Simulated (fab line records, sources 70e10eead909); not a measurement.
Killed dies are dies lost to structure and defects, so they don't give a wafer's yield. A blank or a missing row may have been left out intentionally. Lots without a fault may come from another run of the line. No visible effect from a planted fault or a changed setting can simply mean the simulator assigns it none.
Check for tools in common -- flow nand-harc -- Sample size 11 lots and 33 wafers

## WHY IT WAS OPENED
Flagged at NHARC_A_SLIT_CD_MEAS_09: reading cd-nm, on 2 of 11 lots. Wafers without a fault read 300.1 nm, standard deviation 0.46.
Rule: a lot is flagged in two cases, either no wafer of it has a number, or all its wafers with numbers fall more than 4 standard deviations from that mean. All remaining lots are regarded as sound.

lot,measured,on,"cd-nm (nm), wafer by wafer",flag
L306,day 19 14:03,cd-sem-02,300.7 300.0 300.0,
L308,day 20 09:04,cd-sem-02,300.1 300.1 300.0,
L310,day 21 13:50,cd-sem-01,300.3 300.1 300.0,
L312,day 21 22:39,cd-sem-03,300.1 300.4 300.2,
L314,day 23 03:12,cd-sem-03,300.2 299.9 300.1,
L323,day 26 17:34,cd-sem-03,312.3 311.6 311.4,FLAGGED
L324,day 27 20:17,cd-sem-01,299.0 299.2 299.8,
L328,day 28 13:52,cd-sem-02,299.9 299.5 300.0,
L327,day 28 14:57,cd-sem-03,299.8 300.1 299.8,
L329,day 28 17:03,cd-sem-03,300.3 300.5 300.9,
L326,day 28 22:07,cd-sem-02,310.4 309.9 310.1,FLAGGED
The numbers of the flagged lots are 310.9 nm on average: +10.8 nm against the usual, or +24 standard deviations.

## LOT BY LOT: THE TOOL USED
The record holds 2 process steps before the reading, out of a route of 1302 steps. Every cell lists first the tool, next ch and the chambers used by the sampled wafers, and last the start.
lot,flag,NHARC_A_SGD_CUT_ETCH_59,NHARC_A_SLIT_EXPOSE_06
L306,,"rie-diel-13 ch 0,3, day 19 08:44 or earlier","arfi-scanner-01 ch 0, day 19 13:55"
L308,,"rie-diel-10 ch 0,1,3, day 20 03:30 or earlier","arfi-scanner-02 ch 0, day 20 08:56"
L310,,"rie-diel-13 ch 0,1, day 21 04:34 or earlier","arfi-scanner-02 ch 0, day 21 13:42"
L312,,"rie-diel-13 ch 0,1,2, day 21 12:28 or earlier","arfi-scanner-02 ch 0, day 21 22:31"
L314,,"rie-diel-13 ch 1,2, day 22 20:02 or earlier","arfi-scanner-03 ch 0, day 23 03:04"
L323,FLAGGED,"rie-diel-10 ch 0,1,2, day 26 12:13 or earlier","arfi-scanner-02 ch 0, day 26 17:26"
L324,,"rie-diel-06 ch 1,2,3, day 27 14:12 or earlier","arfi-scanner-03 ch 0, day 27 20:08"
L328,,"rie-diel-06 ch 0,1,2, day 28 08:38 or earlier","arfi-scanner-01 ch 0, day 28 13:44"
L327,,"rie-diel-06 ch 0,1, day 28 08:38 or earlier","arfi-scanner-03 ch 0, day 28 14:49"
L329,,"rie-diel-13 ch 1,2, day 28 08:38 or earlier","arfi-scanner-01 ch 0, day 28 16:55"
L326,FLAGGED,"rie-diel-13 ch 0,2, day 28 14:14 or earlier","arfi-scanner-02 ch 0, day 28 21:59"
What is done by these steps:
- NHARC_A_SGD_CUT_ETCH_59: etches the open film in N2/H2, target depth 260 nm, time 406.25 s.
- NHARC_A_SLIT_EXPOSE_06: exposes mask SLIT.
- NHARC_A_SLIT_CD_MEAS_09: target cd 300 nm.

## FLAGGED AGAINST TOTAL, ONE TOOL AT A TIME (gauges that did the reading follow at the end)
step,tool,lots run,flagged,share of the flagged lots,sound lots run after its first flagged lot
NHARC_A_SGD_CUT_ETCH_59,rie-diel-06,3,0,none,-
NHARC_A_SGD_CUT_ETCH_59,rie-diel-10,2,1,some,0
NHARC_A_SGD_CUT_ETCH_59,rie-diel-13,6,1,some,0
NHARC_A_SLIT_EXPOSE_06,arfi-scanner-01,3,0,none,-
NHARC_A_SLIT_EXPOSE_06,arfi-scanner-02,5,2,all,0
NHARC_A_SLIT_EXPOSE_06,arfi-scanner-03,3,0,none,-
NHARC_A_SLIT_CD_MEAS_09,cd-sem-01,2,0,none,-
NHARC_A_SLIT_CD_MEAS_09,cd-sem-02,4,1,some,0
NHARC_A_SLIT_CD_MEAS_09,cd-sem-03,5,1,some,"2 (L327,L329)"
Because NHARC_A_SGD_CUT_ETCH_59 lacks a start for some lots, the hours and order of its lots are taken from NHARC_A_SGD_CUT_THK_MEAS_22.

## WHAT THE TABLE ALLOWS
1 row of the table ran every flagged lot: arfi-scanner-02 at NHARC_A_SLIT_EXPOSE_06.
- arfi-scanner-02 at NHARC_A_SLIT_EXPOSE_06: 2 of its 5 lots flagged. Its last sound lot is L312 (day 21 22:31), its first flagged lot L323 (day 26 17:26): a fault that began between those two fits. Its own readings lie more than 4 standard deviations out on every wafer of the flagged lots: exposure-dose-mJ-cm2.
Left over: one tool, arfi-scanner-02 at NHARC_A_SLIT_EXPOSE_06.

## WHAT WAS PUT IN BY THE SIMULATOR
Drift in process parameters on arfi-scanner-02 at NHARC_A_SLIT_EXPOSE_06, starting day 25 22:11. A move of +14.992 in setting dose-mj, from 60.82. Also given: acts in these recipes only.
Struck lots among those shown: L323, L326. This agrees with what the rule above found.
